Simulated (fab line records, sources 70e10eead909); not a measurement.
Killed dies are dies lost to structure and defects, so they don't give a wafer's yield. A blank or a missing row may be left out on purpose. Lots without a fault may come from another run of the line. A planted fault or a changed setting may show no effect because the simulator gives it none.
A struck lot beside a sound one | flow nand_harc | 15 steps out of a route of 1302
Sound: wafers L448.4, L448.5, L448.6. Struck: wafer L460.2. (L460.1, L460.3 of the same lot were not struck and are left out.) The cause comes at the end.
At each step with rows: each side's tool, then ch and its chambers, then its first start. Under that, the readings that differ: sound wafers | struck wafers | difference of the means | sigmas: that difference in standard deviations of wafers without a fault.
alike: readings whose means differ by less than 2 such deviations, and words and numbers that are the same on both sides. not compared: withheld readings, readings that some wafer has no value for, bounds like >300 that may hide the same value, and numbers for which the record gives no deviation and whose values overlap.
The two part at a step that has a row with sigmas, a row that says differs or no value, or rows on one side only. Numbers that don't overlap but have no deviation are shown without sigmas and don't part them. A reading that every wafer of one side lacks parts them only if that side has two wafers or more.

first, 7 steps without rows for these wafers: NHARC_A_SLIT_HMDS_02 (time 30 s); NHARC_A_SLIT_COAT_03 (resist thk 90 nm); NHARC_A_SLIT_SOFTBAKE_04 (time 55 s); NHARC_A_SLIT_EBR_05; NHARC_A_SLIT_EXPOSE_06 (exposes mask SLIT); NHARC_A_SLIT_PEB_07 (peb time 65 s); NHARC_A_SLIT_DEVELOP_08 (develop time 35 s).
NHARC_A_SLIT_CD_MEAS_09: target cd 300 nm.
  sound on cd_sem-01 ch 0, day 20 05:56; struck on cd_sem-03 ch 0, day 24 18:16
  alike: cd_nm
NHARC_A_SLIT_OVL_MEAS_10:
  sound on overlay-02, day 20 06:01; struck on overlay-02, day 24 18:21
  reading           | sound          | struck | difference | sigmas
  overlay_y_nm (nm) | -1.2 -1.3 -1.3 | 1.1    | +2.4       | +3
  alike: overlay_x_nm
NHARC_A_SLIT_INSPECT_11:
  sound on defect_inspect-01, day 20 06:04; struck on defect_inspect-01, day 24 18:23
  reading          | sound    | struck | difference | sigmas
  raw_defect_count | 15 27 15 | 90     | +71        | +2
NHARC_A_SLIT_DESCUM_14: chemistry O2, time 3 s.
  sound on rie_diel-05 ch 0,3, day 20 06:08; struck on rie_diel-10 ch 0, day 24 18:27
  reading               | sound             | struck | difference | sigmas
  oes_product_au (a.u.) | 1.009 0.989 1.013 | 0.983  | -0.021     | -2
  alike: drypump_motor_current_A, rf_vpp_V, showerhead_plenum_p_Torr, throttle_valve_pct
  not compared: rf_hours_counter_h
NHARC_A_SLIT_ETCH_24: etches the open film in CF4/CHF3, target depth 121 nm, time 60.5 s.
  sound on rie_diel-05 ch 0,2,3, day 20 06:13; struck on rie_diel-10 ch 2, day 24 18:32
  alike: chf3_flow_sccm, drypump_motor_current_A, oes_product_au, rf_fwd_power_W, rf_vpp_V, run_length_s, showerhead_plenum_p_Torr, throttle_valve_pct
  not compared: rf_hours_counter_h
NHARC_A_SLIT_ETCH_15: etches the open film in O2/COS, target depth 6200 nm, time 1612 s.
  sound on rie_diel-05 ch 1,2, day 20 06:17; struck on rie_diel-10 ch 0, day 24 18:37
  reading                         | sound                   | struck | difference | sigmas
  drypump_motor_current_A (A)     | 6.6 6.1 6.5             | 5.5    | -0.9       | -2
  run_length_s (s)                | 1633.4 1633.7 1633.2    | 1070.8 | -562.6     | -99 or more
  showerhead_plenum_p_Torr (Torr) | 3.18 3.33 3.18          | 2.93   | -0.30      | -2
  model.A_SLIT.cd_offset_nm (nm)  | -0.5294 -0.2816 -0.4212 | -7.422 | -7.011     |
  alike: oes_product_au, rf_vpp_V, throttle_valve_pct
  not compared: rf_fwd_power_W, rf_hours_counter_h
NHARC_A_SLIT_ETCH_17: etches the open film in C4F8/O2/Ar, time 4254.5 s, target depth 20300 nm.
  sound on har_etch-01 ch 0,1, day 20 10:40; struck on har_etch-02 ch 1, day 24 19:43
  reading                     | sound       | struck | difference                   | sigmas
  drypump_motor_current_A (A) | 6.8 6.8 5.6 | 5.2    | -1.2                         | -2
  rf_hours_counter_h (h)      | - - -       | 103    | no value on the sound wafers |
  alike: showerhead_plenum_p_Torr, throttle_valve_pct
  not compared: run_length_s
-- the record jumps here: 4 days lie between the struck wafers' starts before and after (it left off in module A_SLIT and takes up again in module END, whose first step shown is number 1302 of the route) --
NHARC_END_SORT_01:
  the record has rows for the struck wafers here (prober-01 ch 0, day 29 02:08) and none for the sound ones

WHERE THEY PART
First at NHARC_A_SLIT_OVL_MEAS_10; last, within this record, at NHARC_END_SORT_01.

WHY: what the simulator had put in
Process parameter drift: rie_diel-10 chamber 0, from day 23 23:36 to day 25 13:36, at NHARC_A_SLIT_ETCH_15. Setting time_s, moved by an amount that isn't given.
